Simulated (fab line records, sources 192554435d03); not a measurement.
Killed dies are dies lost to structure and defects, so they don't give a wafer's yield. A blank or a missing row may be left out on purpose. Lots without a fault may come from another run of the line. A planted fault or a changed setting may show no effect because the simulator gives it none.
Chamber matching | flow n5_finfet | N5_BEOL_M0_SAQP_PECVD_96 on pecvd-04: 3 sister chambers
The step deposits a-Si from SiH4/He, target thk 45 nm, time 45.2 s. 3 wafers are shown with their chamber, then 9 later ones without.

WAFERS WITH THEIR CHAMBER
wafer  | chamber | throttle_valve_pct (%)
L086.1 | 0       | 19.4
L086.2 | 1       | 19.8
L086.6 | 2       | 17.6

WAFERS WITHOUT THEIR CHAMBER
wafer  | throttle_valve_pct (%)
L088.1 | 19.7
L088.4 | 19.2
L088.5 | 17.5
L093.1 | 19.5
L093.4 | 17.6
L093.6 | 19.5
L094.3 | 17.8
L094.5 | 19.8
L094.6 | 19.2

WHICH CHAMBER EACH WENT THROUGH
wafer  | from the rows above     | in truth
L088.1 | can't be placed: 1 or 0 | 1
L088.4 | 0                       | 0
L088.5 | 2                       | 2
L093.1 | can't be placed: 0 or 1 | 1
L093.4 | 2                       | 2
L093.6 | can't be placed: 0 or 1 | 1
L094.3 | 2                       | 2
L094.5 | 1                       | 1
L094.6 | 0                       | 0
Placed correctly: 6 of 9. Can't be placed from these rows: 3 (the true chamber is among the candidates in 3). Placed wrongly: 0.
How it was worked out, from the rows above alone: a wafer's distance from a chamber is the root of the sum, over the readings, of the square of ((its reading less the chamber's mean) divided by the reading's scatter). The wafer belongs to the nearest chamber; if the next one is less than 2 further off, it can't be placed. A chamber's mean is the mean of its shown wafers. The scatter: with one shown wafer a chamber, the root of the mean of the squares of how far each hidden wafer lies from its nearest shown one.
